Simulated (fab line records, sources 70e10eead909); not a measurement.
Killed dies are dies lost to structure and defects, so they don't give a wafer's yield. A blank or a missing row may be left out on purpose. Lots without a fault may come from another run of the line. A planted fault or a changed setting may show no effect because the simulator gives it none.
Chamber matching | flow nand_harc | NHARC_A_STAIRCASE_DESCUM_186 on rie_diel-05: 4 sister chambers
The step chemistry O2, time 3 s. 27 wafers are shown with their chamber, then 12 later ones without.

WAFERS WITH THEIR CHAMBER
wafer  | chamber | drypump_motor_current_A (A) | oes_product_au (a.u.) | showerhead_plenum_p_Torr (Torr)
L074.1 | 1       | 5.7                         | 0.978                 | 1.89
L074.2 | 0       | 4.7                         | 0.990                 | 1.90
L074.5 | 0       | 4.7                         | 0.991                 | 1.90
L074.3 | 2       | 6.2                         | 0.983                 | 1.83
L074.4 | 3       | 6.5                         | 1.018                 | 1.78
L074.6 | 1       | 5.7                         | 0.986                 | 1.89
L079.2 | 3       | 6.5                         | 1.012                 | 1.78
L079.3 | 0       | 4.8                         | 0.993                 | 1.89
L079.6 | 1       | 5.7                         | 0.984                 | 1.89
L080.2 | 2       | 6.1                         | 0.991                 | 1.82
L080.4 | 3       | 6.5                         | 1.013                 | 1.78
L080.6 | 3       | 6.5                         | 1.016                 | 1.78
L080.1 | 0       | 4.7                         | 1.006                 | 1.89
L080.3 | 1       | 5.7                         | 1.003                 | 1.89
L080.5 | 2       | 6.1                         | 0.994                 | 1.82
L085.1 | 3       | 6.5                         | 1.005                 | 1.78
L085.4 | 1       | 5.7                         | 0.994                 | 1.88
L085.5 | 0       | 4.8                         | 0.995                 | 1.89
L086.1 | 3       | 6.5                         | 1.007                 | 1.78
L086.4 | 1       | 5.7                         | 0.998                 | 1.88
L086.6 | 0       | 4.8                         | 1.001                 | 1.89
L090.1 | 0       | 4.8                         | 1.002                 | 1.89
L090.3 | 1       | 5.7                         | 0.998                 | 1.88
L090.6 | 2       | 6.2                         | 0.969                 | 1.82
L092.1 | 2       | 6.1                         | 0.971                 | 1.82
L092.3 | 3       | 6.5                         | 1.002                 | 2.08
L092.4 | 1       | 5.7                         | 1.014                 | 1.88

SIGNATURES (means of the wafers above)
reading                  | chamber 0 | chamber 1 | chamber 2 | chamber 3 | scatter within a chamber
drypump_motor_current_A  | 4.757     | 5.700     | 6.140     | 6.500     | 0.0356
oes_product_au           | 0.99686   | 0.99438   | 0.98160   | 1.01043   | 0.00905
showerhead_plenum_p_Torr | 1.8929    | 1.8850    | 1.8220    | 1.8229    | 0.0581
Rule: a wafer's distance from a chamber is the root of the sum, over the readings, of the square of ((its reading less the chamber's mean) divided by the reading's scatter). The wafer belongs to the nearest chamber; if the next one is less than 2 further off, it can't be placed. The scatter: the root of (the sum of the squares of (reading less its chamber's mean) over the shown wafers, divided by (wafers less chambers)).

WAFERS WITHOUT THEIR CHAMBER
wafer  | drypump_motor_current_A (A) | oes_product_au (a.u.) | showerhead_plenum_p_Torr (Torr)
L096.2 | 6.5                         | 0.995                 | 2.07
L096.4 | 6.2                         | 0.975                 | 1.81
L096.5 | 6.1                         | 0.965                 | 1.81
L096.1 | 5.7                         | 1.024                 | 1.88
L096.3 | 4.8                         | 1.014                 | 1.88
L096.6 | 6.5                         | 1.003                 | 2.08
L097.2 | 6.5                         | 0.992                 | 2.07
L097.4 | 4.8                         | 1.010                 | 1.88
L097.6 | 5.7                         | 1.006                 | 1.88
L094.1 | 6.1                         | 0.986                 | 1.81
L094.4 | 6.5                         | 1.006                 | 2.07
L094.6 | 6.5                         | 1.016                 | 2.07

WHICH CHAMBER EACH WENT THROUGH
wafer  | from the rows above | in truth
L096.2 | 3                   | 3
L096.4 | 2                   | 2
L096.5 | 2                   | 2
L096.1 | 1                   | 1
L096.3 | 0                   | 0
L096.6 | 3                   | 3
L097.2 | 3                   | 3
L097.4 | 0                   | 0
L097.6 | 1                   | 1
L094.1 | 2                   | 2
L094.4 | 3                   | 3
L094.6 | 3                   | 3
Placed correctly: 12 of 12. Can't be placed from these rows: 0. Placed wrongly: 0.
